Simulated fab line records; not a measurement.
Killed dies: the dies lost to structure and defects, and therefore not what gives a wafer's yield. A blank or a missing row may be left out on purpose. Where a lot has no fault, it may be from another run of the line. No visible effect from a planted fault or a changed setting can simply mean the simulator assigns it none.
Split-lot trial || flow n5Finfet || on a route of 1938 steps: 7 lots, 39 wafers read

== SPLIT DETAILS ==
At N5_BEOL_M12_TRENCH_ETCH_34 (etches SiOC in C4F8/O2/Ar, target depth 318.95 nm, time 125.5 s), the setting targetDepthA was moved away from the recipe's 3189.5 angstrom on 15 of the 39 wafers read, by +27.9% to +57.5%. For the rest of the wafers, this setting stayed at what the recipe calls for.

== FROM THE SPLIT TO THE READING: what the file shows between them, 10 steps ==
- N5_BEOL_M12_STRIP_70: strips in C4F8/O2/Ar
- N5_BEOL_M12_OCD_MEAS_35
- N5_BEOL_M12_STRIP_37: strips in N2/H2
- N5_BEOL_M12_ETCH_38: etches SiCN in CF4/N2, target depth 68.7 nm, time 73.4 s
- N5_BEOL_M12_ECD_47: material Cu, target thk 720 nm
- N5_BEOL_M12_ANNEAL_48: time 90 s
- N5_BEOL_M12_CMP_49: polishes, stops on SiOC, t overpolish 20.6 s, target thk 320 nm
- N5_BEOL_M12_THK_MEAS_50: measures by xrf
- N5_BEOL_M12_PRE_CLEAN_52: time 15 s
- N5_BEOL_M12_DEP_53: deposits SiCN from 3MS/NH3, target thk 30 nm, time 10.5 s

== THE READING ==
Measured at N5_BEOL_M12_RS_MEAS_54 by four-point probe: M12_RS, in ohm/sq. Fault-free wafers of this fab line usually give 0.0606 ohm/sq, standard deviation 0.00072 ohm/sq.

{"wafer": "L077.1", "tool, chamber at the split": "rieDiel-03, 0", "targetDepthA as run, angstrom": 3189.5, "against the recipe": "recipe", "M12_RS, ohm/sq": 0.0603, "against lot-mates on the recipe": "-"}
{"wafer": "L077.2", "tool, chamber at the split": "rieDiel-03, 3", "targetDepthA as run, angstrom": 4827, "against the recipe": "+51.3%", "M12_RS, ohm/sq": 0.0394, "against lot-mates on the recipe": -0.0209}
{"wafer": "L077.3", "tool, chamber at the split": "rieDiel-03, 2", "targetDepthA as run, angstrom": 4827, "against the recipe": "+51.3%", "M12_RS, ohm/sq": 0.0392, "against lot-mates on the recipe": -0.0211}
{"wafer": "L077.4", "tool, chamber at the split": "rieDiel-03, 1", "targetDepthA as run, angstrom": 4827, "against the recipe": "+51.3%", "M12_RS, ohm/sq": 0.0389, "against lot-mates on the recipe": -0.0214}
{"wafer": "L077.5", "tool, chamber at the split": "rieDiel-03, 0", "targetDepthA as run, angstrom": 3189.5, "against the recipe": "recipe", "M12_RS, ohm/sq": 0.0599, "against lot-mates on the recipe": "-"}
{"wafer": "L077.6", "tool, chamber at the split": "rieDiel-03, 3", "targetDepthA as run, angstrom": 3189.5, "against the recipe": "recipe", "M12_RS, ohm/sq": 0.0606, "against lot-mates on the recipe": "-"}
{"wafer": "L082.1", "tool, chamber at the split": "rieDiel-02, 0", "targetDepthA as run, angstrom": 5023, "against the recipe": "+57.5%", "M12_RS, ohm/sq": 0.0375, "against lot-mates on the recipe": -0.0225}
{"wafer": "L082.2", "tool, chamber at the split": "rieDiel-02, 1", "targetDepthA as run, angstrom": 3189.5, "against the recipe": "recipe", "M12_RS, ohm/sq": 0.0596, "against lot-mates on the recipe": "-"}
{"wafer": "L082.3", "tool, chamber at the split": "rieDiel-02, 3", "targetDepthA as run, angstrom": 3189.5, "against the recipe": "recipe", "M12_RS, ohm/sq": 0.0605, "against lot-mates on the recipe": "-"}
{"wafer": "L082.4", "tool, chamber at the split": "rieDiel-02, 2", "targetDepthA as run, angstrom": 3189.5, "against the recipe": "recipe", "M12_RS, ohm/sq": 0.0600, "against lot-mates on the recipe": "-"}
{"wafer": "L082.5", "tool, chamber at the split": "rieDiel-02, 0", "targetDepthA as run, angstrom": 5023, "against the recipe": "+57.5%", "M12_RS, ohm/sq": 0.0370, "against lot-mates on the recipe": -0.0230}
{"wafer": "L082.6", "tool, chamber at the split": "rieDiel-02, 3", "targetDepthA as run, angstrom": 5023, "against the recipe": "+57.5%", "M12_RS, ohm/sq": 0.0376, "against lot-mates on the recipe": -0.0224}
{"wafer": "L085.1", "tool, chamber at the split": "rieDiel-02, 1", "targetDepthA as run, angstrom": 3189.5, "against the recipe": "recipe", "M12_RS, ohm/sq": 0.0607, "against lot-mates on the recipe": "-"}
{"wafer": "L085.2", "tool, chamber at the split": "rieDiel-02, 0", "targetDepthA as run, angstrom": 3189.5, "against the recipe": "recipe", "M12_RS, ohm/sq": 0.0601, "against lot-mates on the recipe": "-"}
{"wafer": "L085.3", "tool, chamber at the split": "rieDiel-02, 2,0", "targetDepthA as run, angstrom": 3189.5, "against the recipe": "recipe", "M12_RS, ohm/sq": 0.0602, "against lot-mates on the recipe": "-"}
{"wafer": "L085.4", "tool, chamber at the split": "rieDiel-02, 3", "targetDepthA as run, angstrom": 3189.5, "against the recipe": "recipe", "M12_RS, ohm/sq": 0.0606, "against lot-mates on the recipe": "-"}
{"wafer": "L085.5", "tool, chamber at the split": "rieDiel-02, 1", "targetDepthA as run, angstrom": 3189.5, "against the recipe": "recipe", "M12_RS, ohm/sq": 0.0606, "against lot-mates on the recipe": "-"}
{"wafer": "L085.6", "tool, chamber at the split": "rieDiel-02, 2,0", "targetDepthA as run, angstrom": 3189.5, "against the recipe": "recipe", "M12_RS, ohm/sq": 0.0600, "against lot-mates on the recipe": "-"}
{"wafer": "L087.1", "tool, chamber at the split": "rieDiel-03, 2", "targetDepthA as run, angstrom": 4743, "against the recipe": "+48.7%", "M12_RS, ohm/sq": 0.0400, "against lot-mates on the recipe": -0.0205}
{"wafer": "L087.2", "tool, chamber at the split": "rieDiel-03, 1", "targetDepthA as run, angstrom": 4743, "against the recipe": "+48.7%", "M12_RS, ohm/sq": 0.0396, "against lot-mates on the recipe": -0.0209}
{"wafer": "L087.3", "tool, chamber at the split": "rieDiel-03, 0", "targetDepthA as run, angstrom": 3189.5, "against the recipe": "recipe", "M12_RS, ohm/sq": 0.0607, "against lot-mates on the recipe": "-"}
{"wafer": "L087.4", "tool, chamber at the split": "rieDiel-03, 2", "targetDepthA as run, angstrom": 3189.5, "against the recipe": "recipe", "M12_RS, ohm/sq": 0.0605, "against lot-mates on the recipe": "-"}
{"wafer": "L087.5", "tool, chamber at the split": "rieDiel-03, 1", "targetDepthA as run, angstrom": 4743, "against the recipe": "+48.7%", "M12_RS, ohm/sq": 0.0400, "against lot-mates on the recipe": -0.0205}
{"wafer": "L087.6", "tool, chamber at the split": "rieDiel-03, 0", "targetDepthA as run, angstrom": 3189.5, "against the recipe": "recipe", "M12_RS, ohm/sq": 0.0602, "against lot-mates on the recipe": "-"}
{"wafer": "L088.1", "tool, chamber at the split": "rieDiel-04, 2", "targetDepthA as run, angstrom": 3189.5, "against the recipe": "recipe", "M12_RS, ohm/sq": 0.0609, "against lot-mates on the recipe": "-"}
{"wafer": "L088.2", "tool, chamber at the split": "rieDiel-04, 3", "targetDepthA as run, angstrom": 3189.5, "against the recipe": "recipe", "M12_RS, ohm/sq": 0.0607, "against lot-mates on the recipe": "-"}
{"wafer": "L088.3", "tool, chamber at the split": "rieDiel-04, 0", "targetDepthA as run, angstrom": 3189.5, "against the recipe": "recipe", "M12_RS, ohm/sq": 0.0604, "against lot-mates on the recipe": "-"}
{"wafer": "L088.4", "tool, chamber at the split": "rieDiel-04, 1", "targetDepthA as run, angstrom": 4079, "against the recipe": "+27.9%", "M12_RS, ohm/sq": 0.0471, "against lot-mates on the recipe": -0.0136}
{"wafer": "L088.5", "tool, chamber at the split": "rieDiel-04, 3", "targetDepthA as run, angstrom": 4079, "against the recipe": "+27.9%", "M12_RS, ohm/sq": 0.0464, "against lot-mates on the recipe": -0.0143}
{"wafer": "L088.6", "tool, chamber at the split": "rieDiel-04, 0", "targetDepthA as run, angstrom": 4079, "against the recipe": "+27.9%", "M12_RS, ohm/sq": 0.0466, "against lot-mates on the recipe": -0.0141}
{"wafer": "L092.1", "tool, chamber at the split": "rieDiel-02, 2", "targetDepthA as run, angstrom": 3189.5, "against the recipe": "recipe", "M12_RS, ohm/sq": 0.0605, "against lot-mates on the recipe": "-"}
{"wafer": "L092.2", "tool, chamber at the split": "rieDiel-02, 0", "targetDepthA as run, angstrom": 3189.5, "against the recipe": "recipe", "M12_RS, ohm/sq": 0.0599, "against lot-mates on the recipe": "-"}
{"wafer": "L092.5", "tool, chamber at the split": "rieDiel-02, 3", "targetDepthA as run, angstrom": 3189.5, "against the recipe": "recipe", "M12_RS, ohm/sq": 0.0606, "against lot-mates on the recipe": "-"}
{"wafer": "L094.1", "tool, chamber at the split": "rieDiel-04, 3", "targetDepthA as run, angstrom": 3189.5, "against the recipe": "recipe", "M12_RS, ohm/sq": 0.0599, "against lot-mates on the recipe": "-"}
{"wafer": "L094.2", "tool, chamber at the split": "rieDiel-04, 2", "targetDepthA as run, angstrom": 4844, "against the recipe": "+51.9%", "M12_RS, ohm/sq": 0.0396, "against lot-mates on the recipe": -0.0212}
{"wafer": "L094.3", "tool, chamber at the split": "rieDiel-04, 1", "targetDepthA as run, angstrom": 4844, "against the recipe": "+51.9%", "M12_RS, ohm/sq": 0.0402, "against lot-mates on the recipe": -0.0206}
{"wafer": "L094.4", "tool, chamber at the split": "rieDiel-04, 0", "targetDepthA as run, angstrom": 4844, "against the recipe": "+51.9%", "M12_RS, ohm/sq": 0.0392, "against lot-mates on the recipe": -0.0216}
{"wafer": "L094.5", "tool, chamber at the split": "rieDiel-04, 2", "targetDepthA as run, angstrom": 3189.5, "against the recipe": "recipe", "M12_RS, ohm/sq": 0.0604, "against lot-mates on the recipe": "-"}
{"wafer": "L094.6", "tool, chamber at the split": "rieDiel-04, 1", "targetDepthA as run, angstrom": 3189.5, "against the recipe": "recipe", "M12_RS, ohm/sq": 0.0622, "against lot-mates on the recipe": "-"}
If several chambers appear in one row, that row covers several wafers at once and the file leaves open which wafer was in which chamber.

FIT RESULTS
A straight line over all 39 wafers: M12_RS changes by -0.000411 ohm/sq for each +1% of targetDepthA; r = -1.00; the points scatter about the line by 0.00081 ohm/sq.
The same after taking each lot's own level away (the mean of its wafers on the recipe; 39 wafers): -0.000411 ohm/sq for each +1%; r = -1.00; scatter 0.00086 ohm/sq.
According to that fit, moving targetDepthA by its largest amount changes the reading by 0.024 ohm/sq.
The span of the lots' own levels, 0.06003 to 0.06083 ohm/sq, comes to 1.1 times the standard deviation stated above.
So the lot-to-lot level changes the slope little: the two slopes agree.
Check: with one of the wafers moved furthest among these (+57.5%) left out of the fit, the line predicts -0.0239 ohm/sq for it against its lot-mates. Against them it came out at -0.0225 ohm/sq.

== THE WHOLE CHAIN: every reading that the file lists as answering this split, in the file's order ==
{"step": "N5_BEOL_M12_TRENCH_ETCH_34", "what it does": "etches SiOC in C4F8/O2/Ar, target depth 318.95 nm, time 125.5 s", "reading": "etch.depthNm (the simulator's own value, which no gauge read)", "change (the file's fit)": "+3.21 nm for each +1% of the setting", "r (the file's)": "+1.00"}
{"step": "N5_BEOL_M12_OCD_MEAS_35", "what it does": "", "reading": "trenchDepthNm", "change (the file's fit)": "+3.21 nm for each +1% of the setting", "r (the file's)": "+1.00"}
{"step": "N5_BEOL_M12_CMP_49", "what it does": "polishes, stops on SiOC, t overpolish 20.6 s, target thk 320 nm", "reading": "Cu_of_BEOL_M12_ECD_47.thkNm (the simulator's own value, which no gauge read)", "change (the file's fit)": "+3.21 nm for each +1% of the setting", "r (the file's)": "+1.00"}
{"step": "N5_BEOL_M12_THK_MEAS_50", "what it does": "measures by xrf", "reading": "M12_THK", "change (the file's fit)": "+3.2 for each +1% of the setting", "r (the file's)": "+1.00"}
{"step": "N5_BEOL_M12_RS_MEAS_54", "what it does": "measures by four-point-probe", "reading": "M12_RS", "change (the file's fit)": "-0.000414 for each +1% of the setting", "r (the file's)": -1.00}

== THE FILE'S OWN FIT ==
M12_RS changes by -0.000414 ohm/sq for each +1% of targetDepthA, r = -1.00.
